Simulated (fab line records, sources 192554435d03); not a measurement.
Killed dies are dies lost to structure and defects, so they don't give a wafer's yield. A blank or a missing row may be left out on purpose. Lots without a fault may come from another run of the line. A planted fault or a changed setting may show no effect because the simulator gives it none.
Split-lot experiment | flow n5_finfet | 7 lots, 21 wafers read, on a route of 1938 steps

THE SPLIT
At N5_HKMG_FIN_ETCH_35 (etches SOC in N2/H2, target depth 215.8 nm, time 243.4 s), the setting bias_w was moved away from the recipe's 5 W on 8 of the 21 wafers read, by -16.1% to +7.7%. The other wafers ran this setting at the recipe's value.

The reading is taken at the split's own step.

THE READING
rf_vpp_V, in V, at N5_HKMG_FIN_ETCH_35 (etches SOC in N2/H2, target depth 215.8 nm, time 243.4 s). Fault-free wafers of this fab line usually give 141.6 V, standard deviation 0.99 V.

wafer  | tool, chamber at the split | bias_w as run, W | against the recipe | rf_vpp_V, V | against lot-mates on the recipe
L074.1 | rie_diel-02, 1             | 5                | recipe             | 142.0       | -
L074.4 | rie_diel-02, 1             | 4.652            | -7.0%              | 134.8       | -7.0
L074.5 | rie_diel-02, 0             | 5                | recipe             | 141.6       | -
L077.1 | rie_diel-05, 0             | 5.383            | +7.7%              | 148.3       | +5.4
L077.3 | rie_diel-05, 3             | 5                | recipe             | 142.9       | -
L077.4 | rie_diel-05, 1             | 5.383            | +7.7%              | 148.4       | +5.5
L079.1 | rie_diel-01, 1             | 5                | recipe             | 142.2       | -
L079.2 | rie_diel-01, 2             | 5                | recipe             | 142.4       | -
L079.3 | rie_diel-01, 0             | 5                | recipe             | 140.9       | -
L084.1 | rie_diel-02, 3             | 5                | recipe             | 140.0       | -
L084.3 | rie_diel-02, 2             | 5                | recipe             | 142.4       | -
L084.6 | rie_diel-02, 3             | 4.513            | -9.7%              | 132.0       | -9.2
L085.2 | rie_diel-02, 1             | 5                | recipe             | 142.1       | -
L085.4 | rie_diel-02, 0             | 4.264            | -14.7%             | 127.1       | -14.5
L085.5 | rie_diel-02, 1             | 5                | recipe             | 141.2       | -
L088.1 | rie_diel-05, 0             | 5                | recipe             | 141.0       | -
L088.4 | rie_diel-05, 1             | 4.376            | -12.5%             | 132.7       | -8.7
L088.5 | rie_diel-05, 1             | 5                | recipe             | 141.7       | -
L096.1 | rie_diel-05, 3             | 4.194            | -16.1%             | 127.5       | -13.5
L096.3 | rie_diel-05, 3             | 4.194            | -16.1%             | 126.7       | -14.3
L096.6 | rie_diel-05, 3             | 5                | recipe             | 141.0       | -

THE FIT
A straight line over all 21 wafers: rf_vpp_V changes by +0.899 V for each +1% of bias_w; r = +0.99; the points scatter about the line by 0.92 V.
The same after taking each lot's own level away (the mean of its wafers on the recipe; 21 wafers): +0.849 V for each +1%; r = +0.99; scatter 0.93 V.
On that fit, the largest move of bias_w shifts the reading by 14 V.
The lots' own levels span 141.00 to 142.90 V, that is 1.9 times the standard deviation above.
So the lot-to-lot level changes the slope little: the two slopes agree.
Check: with one of the wafers moved furthest among these (-16.1%) left out of the fit, the line predicts -14 V for it against its lot-mates. It came out at -13.5 V against them.
Tool readings at the split's step, against how far the setting was moved: rf_vpp_V r = +0.99.

OTHER SPLITS ON THESE WAFERS
These wafers also went through other splits before the reading. Each is held against what the fit with the lots' levels taken away leaves over:
other split on the same wafers            | wafers away from the commonest value | r with rf_vpp_V (lot level and that fit taken away)
N5_ZERO_LAYER_PECVD_02 time_s             | 6                                    | +0.08
N5_ZERO_LAYER_EXPOSE_08 dose_mj           | 9                                    | -0.30
N5_PMOS_HMC_CHANNEL_EPI_PEB_07 peb_temp_c | 8                                    | -0.30
N5_FIN_CUT_COAT_29 spin_rpm               | 6                                    | -0.13
N5_SD_EPI_N_PEB_07 peb_time_s             | 7                                    | +0.15
N5_SD_EPI_N_DEVELOP_08 develop_time_s     | 7                                    | -0.10

THE FILE'S OWN FIT
rf_vpp_V changes by +0.867 V for each +1% of bias_w, r = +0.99.
